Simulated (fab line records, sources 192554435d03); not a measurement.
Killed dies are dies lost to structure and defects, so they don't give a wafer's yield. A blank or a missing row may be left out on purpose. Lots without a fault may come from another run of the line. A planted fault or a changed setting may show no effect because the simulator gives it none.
Chamber matching | flow n5_finfet | N5_BEOL_M14_ETCH_67 on rie_diel-04: 4 sister chambers
The step etches SiARC in CF4, target depth 143 nm, time 238.3 s. 18 wafers are shown with their chamber, then 9 later ones without.

WAFERS WITH THEIR CHAMBER
wafer  | chamber | drypump_motor_current_A (A) | showerhead_plenum_p_Torr (Torr) | throttle_valve_pct (%)
L085.2 | 3       | 5.7                         | 2.16                            | 15.28
L085.3 | 0       | 5.1                         | 2.08                            | 15.51
L085.6 | 2       | 5.7                         | 2.14                            | 15.63
L084.1 | 2       | 5.7                         | 2.14                            | 15.66
L084.3 | 1       | 6.3                         | 2.16                            | 15.62
L084.5 | 1       | 6.3                         | 2.16                            | 15.61
L086.3 | 2       | 5.7                         | 2.14                            | 15.65
L086.5 | 3       | 5.6                         | 2.16                            | 15.28
L086.6 | 2       | 5.7                         | 2.14                            | 15.65
L087.1 | 1       | 6.3                         | 2.16                            | 15.62
L087.2 | 3       | 5.6                         | 2.16                            | 15.29
L087.6 | 2       | 5.7                         | 2.14                            | 15.67
L090.2 | 1       | 6.3                         | 2.16                            | 15.64
L090.3 | 2       | 5.7                         | 2.14                            | 15.67
L090.6 | 3       | 5.7                         | 2.16                            | 15.30
L092.3 | 1       | 6.3                         | 2.15                            | 15.63
L092.5 | 2       | 5.7                         | 2.14                            | 15.67
L092.6 | 3       | 5.7                         | 2.16                            | 15.32

SIGNATURES (means of the wafers above)
reading                  | chamber 0 | chamber 1 | chamber 2 | chamber 3 | scatter within a chamber
drypump_motor_current_A  | 5.100     | 6.300     | 5.700     | 5.660     | 0.0293
showerhead_plenum_p_Torr | 2.0800    | 2.1580    | 2.1400    | 2.1600    | 0.00239
throttle_valve_pct       | 15.5100   | 15.6240   | 15.6571   | 15.2940   | 0.0146
Rule: a wafer's distance from a chamber is the root of the sum, over the readings, of the square of ((its reading less the chamber's mean) divided by the reading's scatter). The wafer belongs to the nearest chamber; if the next one is less than 2 further off, it can't be placed. The scatter: the root of (the sum of the squares of (reading less its chamber's mean) over the shown wafers, divided by (wafers less chambers)).

WAFERS WITHOUT THEIR CHAMBER
wafer  | drypump_motor_current_A (A) | showerhead_plenum_p_Torr (Torr) | throttle_valve_pct (%)
L093.1 | 5.7                         | 2.16                            | 15.34
L093.3 | 6.3                         | 2.15                            | 15.65
L093.6 | 6.3                         | 2.15                            | 15.64
L094.1 | 5.1                         | 2.07                            | 15.56
L094.3 | 5.7                         | 2.15                            | 15.32
L094.4 | 5.7                         | 2.13                            | 15.70
L097.2 | 6.3                         | 2.15                            | 15.67
L097.3 | 5.6                         | 2.15                            | 15.34
L097.6 | 5.1                         | 2.07                            | 15.58

WHICH CHAMBER EACH WENT THROUGH
wafer  | from the rows above | in truth
L093.1 | 3                   | 3
L093.3 | 1                   | 1
L093.6 | 1                   | 1
L094.1 | 0                   | 0
L094.3 | 3                   | 3
L094.4 | 2                   | 2
L097.2 | 1                   | 1
L097.3 | 3                   | 3
L097.6 | 0                   | 0
Placed correctly: 9 of 9. Can't be placed from these rows: 0. Placed wrongly: 0.
